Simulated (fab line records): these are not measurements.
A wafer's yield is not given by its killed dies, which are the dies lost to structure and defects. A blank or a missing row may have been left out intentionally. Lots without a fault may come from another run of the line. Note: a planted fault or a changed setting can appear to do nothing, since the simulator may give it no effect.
The tool behind it: which one?    flow n5 finfet    11 lots with 32 wafers sampled at 5 steps, on a route of 1938 steps

## WHAT THE GAUGES READ, wafer by wafer
Not one reading of a measure or inspect step in the record can be checked against a usual standard deviation.

## EACH LOT AND THE TOOL THAT RAN IT (in order: tool; ch and the chambers of the sampled wafers; start)
lot   N5_BEOL_M8_HM_DEP_02          N5_BEOL_M8_ETCH_61                  N5_BEOL_M8_STRIP_19                 N5_BEOL_M8_COAT_22                 N5_PASSIVATION_PROBE_49
L417  pvd sputter-02, day 9 01:25   rie diel-01 ch 0,1, day 9 02:02     rie diel-03 ch 0,2,3, day 9 02:25   litho track-02 ch 0, day 9 03:22   prober-01, day 12 00:37
L418  pvd sputter-01, day 9 04:14   rie diel-01 ch 0,1, day 9 04:52     rie diel-03 ch 1,2,3, day 9 05:13   litho track-05 ch 0, day 9 05:20   prober-01, day 12 02:32
L422  pvd sputter-03, day 10 21:52  rie diel-06 ch 1,3, day 10 23:10    rie diel-06 ch 0,3, day 10 23:31    litho track-04 ch 0, day 11 00:30  prober-01, day 13 21:10
L424  pvd sputter-02, day 11 00:46  rie diel-01 ch 0,1,2, day 11 01:30  rie diel-03 ch 0,1,3, day 11 01:52  litho track-04 ch 0, day 11 01:59  prober-01, day 13 17:56
L426  pvd sputter-02, day 11 21:58  rie diel-06 ch 0,1,3, day 11 22:40  rie diel-01 ch 0,2,3, day 11 23:02  litho track-04 ch 0, day 12 00:23  prober-01, day 15 00:38
L427  pvd sputter-03, day 12 04:43  rie diel-01 ch 0,1,3, day 12 05:36  rie diel-01 ch 1,2,3, day 12 05:58  litho track-05 ch 0, day 12 09:47  prober-01, day 15 01:49
L428  pvd sputter-02, day 12 10:58  rie diel-06 ch 0,2,3, day 12 11:35  rie diel-06 ch 0,1,3, day 12 11:57  litho track-05 ch 0, day 12 13:15  prober-02, day 15 09:50
L430  pvd sputter-02, day 13 02:45  rie diel-03 ch 1,2,3, day 13 03:22  rie diel-06 ch 1,2,3, day 13 03:46  litho track-05 ch 0, day 13 03:54  prober-02, day 15 18:56
L432  pvd sputter-01, day 13 07:14  rie diel-06 ch 0,3, day 13 07:51    rie diel-06 ch 0,1, day 13 08:12    litho track-05 ch 0, day 13 09:56  prober-02, day 16 00:39
L433  pvd sputter-03, day 13 10:44  rie diel-01 ch 0,1,3, day 13 11:14  rie diel-01 ch 0,1,3, day 13 11:35  litho track-05 ch 0, day 13 18:07  prober-02, day 16 12:07
L439  pvd sputter-02, day 14 18:25  rie diel-01 ch 0,2,3, day 14 19:22  rie diel-06 ch 1,2,3, day 14 19:54  litho track-02 ch 0, day 14 21:35  prober-01, day 17 20:16
- N5_BEOL_M8_HM_DEP_02: deposits TiN, target thk 20 nm.
- N5_BEOL_M8_ETCH_61: etches SiARC in CF4, target depth 45.5 nm, time 75.8 s.
- N5_BEOL_M8_STRIP_19: strips in O2.
- N5_BEOL_M8_COAT_22: resist thk 30 nm.
- N5_PASSIVATION_PROBE_49

## WHAT THE TOOLS THEMSELVES READ (means of the sampled wafers that have a number; where no wafer has one, the mark that the record gives instead)
N5_BEOL_M8_HM_DEP_02. Usual: substrate temp c 24.97 C, standard deviation 0.1; susceptor temp C 25.00 C, standard deviation 0.11; throttle valve pct 30.0 %, standard deviation 1.2.
lot   tool            substrate temp c (C)  susceptor temp C (C)  throttle valve pct (%)  flag
L417  pvd sputter-02  24.89                 24.96                 28.9                    
L418  pvd sputter-01  24.87                 24.96                 31.9                    
L422  pvd sputter-03  24.90                 24.95                 29.9                    
L424  pvd sputter-02  24.99                 25.01                 28.6                    
L426  pvd sputter-02  24.98                 25.05                 28.9                    
L427  pvd sputter-03  25.03                 25.03                 30.3                    
L428  pvd sputter-02  24.95                 25.15                 29.2                    
L430  pvd sputter-02  24.92                 24.99                 28.9                    
L432  pvd sputter-01  24.91                 24.98                 31.8                    
L433  pvd sputter-03  24.97                 24.97                 29.8                    
L439  pvd sputter-02  24.94                 24.97                 28.4                    

N5_BEOL_M8_ETCH_61. Usual: drypump motor current A 5.8 A, standard deviation 0.55; etch rf on time s 75.9 s, standard deviation 1.6; oes product au 0.68 a.u., standard deviation 0.041; rf vpp V 184.3 V, standard deviation 1.1; showerhead plenum p Torr 2.16 Torr, standard deviation 0.075; throttle valve pct 15.68 %, standard deviation 0.2.
lot   tool         drypump motor current A (A)  etch rf on time s (s)  oes product au (a.u.)  rf vpp V (V)  showerhead plenum p Torr (Torr)  throttle valve pct (%)  flag
L417  rie diel-01  5.5                          76.1                   0.71                   183.7         2.15                             15.57                   
L418  rie diel-01  5.7                          76.1                   0.72                   183.6         2.11                             15.75                   
L422  rie diel-06  6.2                          74.2                   0.73                   184.8         2.21                             15.58                   
L424  rie diel-01  5.8                          75.2                   0.71                   184.0         2.14                             15.71                   
L426  rie diel-06  6.3                          74.1                   0.72                   184.4         2.23                             15.50                   
L427  rie diel-01  5.6                          76.3                   0.68                   184.1         2.13                             15.76                   
L428  rie diel-06  6.1                          75.5                   0.67                   184.1         2.18                             15.56                   
L430  rie diel-03  5.9                          75.3                   0.66                   183.8         2.15                             15.81                   
L432  rie diel-06  6.5                          75.9                   0.69                   185.4         2.25                             15.39                   
L433  rie diel-01  5.6                          76.0                   0.67                   183.7         2.13                             15.77                   
L439  rie diel-01  5.7                          77.3                   0.66                   183.7         2.16                             15.73                   

N5_BEOL_M8_STRIP_19. Usual: drypump motor current A 5.8 A, standard deviation 0.49; oes product au 0.80 a.u., standard deviation 0.046; rf vpp V 3.7 V, standard deviation 0.57; showerhead plenum p Torr 2.10 Torr, standard deviation 0.063; throttle valve pct 16.73 %, standard deviation 0.25.
lot   tool         drypump motor current A (A)  oes product au (a.u.)  rf vpp V (V)  showerhead plenum p Torr (Torr)  throttle valve pct (%)  flag
L417  rie diel-03  5.5                          0.84                   4.5           2.12                             16.65                   
L418  rie diel-03  5.9                          0.80                   3.8           2.11                             16.81                   
L422  rie diel-06  6.6                          0.84                   3.7           2.21                             16.41                   
L424  rie diel-03  5.8                          0.82                   4.2           2.15                             16.80                   
L426  rie diel-01  5.7                          0.81                   3.6           2.10                             16.67                   
L427  rie diel-01  6.0                          0.81                   3.3           2.07                             16.89                   
L428  rie diel-06  6.3                          0.83                   3.7           2.18                             16.52                   
L430  rie diel-06  5.9                          0.79                   4.6           2.11                             16.78                   
L432  rie diel-06  6.2                          0.81                   3.8           2.17                             16.40                   
L433  rie diel-01  5.6                          0.79                   4.0           2.08                             16.84                   
L439  rie diel-06  5.9                          0.76                   3.8           2.10                             16.80                   

N5_BEOL_M8_COAT_22. Usual: 1500.0 rpm for spin speed rpm, sd 0.96.
lot   tool            spin speed rpm (rpm)  flag
L417  litho track-02  1499.3                
L418  litho track-05  1500.1                
L422  litho track-04  1499.6                
L424  litho track-04  1499.8                
L426  litho track-04  1501.0                
L427  litho track-05  1499.6                
L428  litho track-05  1499.5                
L430  litho track-05  1293.7                OFF
L432  litho track-05  1294.1                OFF
L433  litho track-05  1294.7                OFF
L439  litho track-02  1499.6                

N5_PASSIVATION_PROBE_49. Usual: defect limited yield 91.2 %, standard deviation 1.4; killed_at_M0_to_M3 32, standard deviation 10; killed_at_M4_up 14, standard deviation 6.2; killed at contacts 12, standard deviation 6.3; killed at front end 42, standard deviation 13; killed at other 4, standard deviation 3.4; killed dies 104, standard deviation 17; killed on rim 14, standard deviation 3.8; killed open 67, standard deviation 12; killed short 34, standard deviation 8.1; sort_bin_4_leakage 0.02 %, standard deviation 0.13; sort_bin_5_function 5.2 %, standard deviation 0.93; sort_bin_6_memory 3.2 %, standard deviation 0.65; sort_bin_8_speed 0.00 %, standard deviation 0.017; sort n pass 1075, standard deviation 16; sort yield pct 91.1 %, standard deviation 1.4.
lot   tool       defect limited yield (%)  killed_at_M0_to_M3  killed_at_M4_up  killed at contacts  killed at front end  killed at other  killed dies  killed on rim  killed open  killed short  sort_bin_4_leakage (%)  sort_bin_5_function (%)  sort_bin_6_memory (%)  sort_bin_8_speed (%)  sort n pass  sort yield pct (%)  flag
L417  prober-01  91.0                      39                  14               14                  38                   2                107          14             73           29            0.00                    5.5                      3.0                    0.00                  1073         91.0                
L418  prober-01  90.3                      34                  21               17                  39                   4                114          16             75           38            0.00                    5.5                      3.8                    0.00                  1066         90.3                
L422  prober-01  90.6                      38                  8                12                  50                   2                111          14             66           43            0.04                    5.1                      3.9                    0.00                  1068         90.6                
L424  prober-01  92.4                      30                  10               8                   39                   3                90           11             56           32            0.00                    4.4                      2.8                    0.00                  1090         92.4                
L426  prober-01  91.4                      33                  25               12                  31                   1                102          14             66           34            0.00                    4.9                      3.4                    0.03                  1078         91.4                
L427  prober-01  91.1                      26                  21               18                  36                   3                105          14             75           27            0.00                    5.4                      3.3                    0.00                  1075         91.1                
L428  prober-02  91.6                      30                  12               16                  37                   4                99           14             68           31            0.00                    5.0                      3.0                    0.00                  1081         91.6                
L430  prober-02  89.3                      27                  11               16                  71                   2                127          17             78           47            0.00                    6.5                      3.8                    0.00                  1053         89.3                
L432  prober-02  90.1                      39                  11               13                  51                   3                117          11             76           41            0.00                    5.5                      3.8                    0.00                  1063         90.1                
L433  prober-02  90.8                      33                  14               14                  43                   5                108          14             73           34            0.00                    4.9                      3.8                    0.00                  1072         90.8                
L439  prober-01  91.7                      30                  14               8                   40                   6                98           10             64           31            0.00                    5.2                      2.9                    0.00                  1082         91.7                

## THE ANSWER, worked out from the rows above alone
Rule: lot off if the mean of its wafers having a number is beyond 3 standard deviations from the usual mean. Also off: a lot with no number at a reading for which 4 or more lots have one. All remaining lots with rows at the step are treated as sound. First the gauges in route order, then the tools' own readings, where a lot's mean is used as printed above. The first step at which some lot is off is used, and at that step the reading that is off furthest; a lot without a number counts as furthest.
Off, at N5_BEOL_M8_COAT_22 on spin speed rpm: L430, L432, L433.
A tool fits if, at that step or a process step before it, it ran every lot that is off, and no sound lot after the first of them. One fits: litho track-05 at N5_BEOL_M8_COAT_22. Its last sound lot is L428 (day 12 13:15), its first lot that is off L430 (day 13 03:54): a fault that began between those two fits.
The tool's own readings at N5_BEOL_M8_COAT_22 bear it out: on the lots that are off they differ by more than 5 times the standard deviation of the sound lots' means. spin speed rpm reads 1294.2 rpm there against 1499.8 rpm on the sound lots.

## WHAT THE SIMULATOR HAD PUT IN
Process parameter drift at N5_BEOL_M8_COAT_22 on litho track-05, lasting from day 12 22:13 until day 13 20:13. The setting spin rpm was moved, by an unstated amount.
Struck lots among those shown: L430, L432, L433. Same finding as the rule above.
